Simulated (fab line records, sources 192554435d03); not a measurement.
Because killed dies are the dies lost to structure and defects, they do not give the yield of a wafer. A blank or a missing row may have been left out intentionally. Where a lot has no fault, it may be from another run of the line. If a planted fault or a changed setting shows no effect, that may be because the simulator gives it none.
Comparing a struck lot with a sound one -- flow n5Finfet -- 20 steps out of a route of 1938
Sound: these wafers, L653.2, L653.3, L653.4. Struck: wafer L662.3; the same lot's L662.6 was not struck, so it is left out; see the end for the cause.
Per side, at each step with rows, come the tool, then ch with its chambers, and then its first start. Under that, the readings that differ: sound wafers -- struck wafers -- difference of the means -- sigmas: that difference in standard deviations of wafers without a fault.
alike: a reading whose means differ by less than 2 such deviations, as well as words and numbers matching on both sides. not compared: withheld readings; readings where some wafer has no value; bounds like >300 that might hide an equal value; numbers whose values overlap and for which the record gives no deviation.
A row with sigmas, a row that says differs or no value, or rows on one side alone: a step with any of these is where the two part. Non-overlapping numbers with no deviation appear without sigmas and do not part them. Lack of a reading on every wafer of one side parts them only where that side has two or more wafers.

first, 9 steps without rows for these wafers: N5_BEOL_M6_COAT_63 (time 60 s, resist thk 60 nm); N5_BEOL_M6_COAT_64 (time 60 s, resist thk 12 nm); N5_BEOL_M6_COAT_71 (time 60 s, resist thk 5 nm); N5_BEOL_M6_COAT_22 (resist thk 30 nm); N5_BEOL_M6_EBR_24; N5_BEOL_M6_SOFTBAKE_23 (time 60 s); N5_BEOL_M6_EXPOSE_25 (exposes mask V5, target cd 40 nm); N5_BEOL_M6_PEB_26 (peb time 60 s); N5_BEOL_M6_DEVELOP_27 (develop time 30 s).
N5_BEOL_M6_CD_MEAS_28: target cd 40 nm.
  sound on cdSem-01 ch 0, day 11 17:02; struck on cdSem-02 ch 0, day 14 09:02
  alike: cdNm
N5_BEOL_M6_OVL_MEAS_29:
  sound on overlay-01 ch 0, day 11 17:04; struck on overlay-01 ch 0, day 14 09:05
  alike: V5_OVL
N5_BEOL_M6_INSPECT_30: inspects for defects (brightfield).
  sound: defectInspect-01 at day 11 17:07; struck: defectInspect-02 at day 14 09:08
  alike: rawDefectCount
N5_BEOL_M6_DESCUM_33: chemistry O2, time 7 s.
  sound on rieDiel-02 ch 0,1,3, day 11 17:09; struck on rieDiel-02 ch 3, day 14 09:10
reading,sound,struck,difference,sigmas
rfHoursCounterH (h),67 100 51,126,+53,
model.CAR-EUV_of_BEOL_M6_COAT_22.thkNm (nm),26.2 26.2 26.2,24.4,-1.8,
model.BEOL_M6.cdNm (nm),40 39.6 39.8,40.4,+0.6,
  alike: biasPowerW, drypumpMotorCurrentA, oesProductAu, rfVppV, showerheadPlenumPTorr, throttleValvePct
N5_BEOL_M6_ETCH_72: etches underlayer in N2/H2, target depth 6.5 nm, time 5.2 s.
  sound on rieDiel-02 ch 0,1,3, day 11 17:11; struck on rieDiel-02 ch 3, day 14 09:12
reading,sound,struck,difference,sigmas
rfHoursCounterH (h),67 100 51,126,+53,
  alike: drypumpMotorCurrentA, etchRfOnTimeS, oesProductAu, rfVppV, showerheadPlenumPTorr, throttleValvePct
N5_BEOL_M6_ETCH_65: etches SiARC in CF4, target depth 15.6 nm, time 26 s.
  sound on rieDiel-02 ch 0,1,3, day 11 17:12; struck on rieDiel-02 ch 3, day 14 09:13
reading,sound,struck,difference,sigmas
rfHoursCounterH (h),67 100 51,126,+53,
  alike: drypumpMotorCurrentA, etchRfOnTimeS, oesProductAu, rfVppV, showerheadPlenumPTorr, throttleValvePct
N5_BEOL_M6_ETCH_66: etches SOC in N2/H2, target depth 80 nm, overetch 16 nm, time 120 s.
  sound on rieDiel-02 ch 0,1,3, day 11 17:14; struck on rieDiel-02 ch 3, day 14 09:14
reading,sound,struck,difference,sigmas
rfHoursCounterH (h),67 100 51,126,+53,
  alike: drypumpMotorCurrentA, oesProductAu, rfVppV, showerheadPlenumPTorr, throttleValvePct
then, 2 steps without rows for these wafers: N5_BEOL_M6_STRIP_69 (strips in N2/H2); N5_BEOL_M6_STRIP_73 (strips in N2/H2).
N5_BEOL_M6_VIA_ETCH_34: etches SiCOH lowk in C4F6/O2, target depth 126.3 nm, time 50.9 s.
  sound on rieDiel-02 ch 0,1,3, day 11 17:20; struck on rieDiel-02 ch 3, day 14 09:21
reading,sound,struck,difference,sigmas
O2_flow_sccm (sccm),9.95 9.98 9.92,10.03,+0.08,+3
rfHoursCounterH (h),67 100 51,126,+53,
model.BEOL_M6.cdNm (nm),40 39.8 40,40.6,+0.7,
  alike: drypumpMotorCurrentA, oesProductAu, rfVppV, showerheadPlenumPTorr, throttleValvePct
then, 1 step without rows for these wafers: N5_BEOL_M6_STRIP_76 (strips in C4F6/O2).

== WHERE THEY PART ==
At N5_BEOL_M6_VIA_ETCH_34 and nowhere else, as far as this record goes.

WHY: the cause the simulator had injected
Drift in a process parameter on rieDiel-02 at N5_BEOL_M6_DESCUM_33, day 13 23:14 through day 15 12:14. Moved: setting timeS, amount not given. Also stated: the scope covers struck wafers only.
